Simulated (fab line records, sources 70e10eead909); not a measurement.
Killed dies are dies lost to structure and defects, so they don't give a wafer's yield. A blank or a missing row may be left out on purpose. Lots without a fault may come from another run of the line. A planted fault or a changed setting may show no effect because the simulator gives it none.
Chamber matching | flow nand_harc | NHARC_P_CONTACT_DEP_30 on pecvd-02: 3 sister chambers
The step deposits SiNx, target thk 30 nm. 3 wafers are shown with their chamber, then 10 later ones without.

WAFERS WITH THEIR CHAMBER
wafer  | chamber | heater_power_w (W)
L082.4 | 2       | 582
L087.2 | 1       | 700
L087.3 | 0       | 790

WAFERS WITHOUT THEIR CHAMBER
wafer  | heater_power_w (W)
L087.5 | 624
L091.1 | 696
L091.3 | 704
L091.4 | 689
L092.1 | 777
L092.4 | 799
L092.6 | 621
L095.2 | 731
L095.4 | 725
L095.6 | 744

WHICH CHAMBER EACH WENT THROUGH
wafer  | from the rows above     | in truth
L087.5 | can't be placed: 2 or 1 | 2
L091.1 | 1                       | 1
L091.3 | 1                       | 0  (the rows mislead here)
L091.4 | 1                       | 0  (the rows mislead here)
L092.1 | 0                       | 0
L092.4 | 0                       | 0
L092.6 | can't be placed: 2 or 1 | 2
L095.2 | can't be placed: 1 or 0 | 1
L095.4 | can't be placed: 1 or 0 | 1
L095.6 | can't be placed: 1 or 0 | 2
Placed correctly: 3 of 10. Can't be placed from these rows: 5 (the true chamber is among the candidates in 4). Placed wrongly: 2.
How it was worked out, from the rows above alone: a wafer's distance from a chamber is the root of the sum, over the readings, of the square of ((its reading less the chamber's mean) divided by the reading's scatter). The wafer belongs to the nearest chamber; if the next one is less than 2 further off, it can't be placed. A chamber's mean is the mean of its shown wafers. The scatter: with one shown wafer a chamber, the root of the mean of the squares of how far each hidden wafer lies from its nearest shown one.
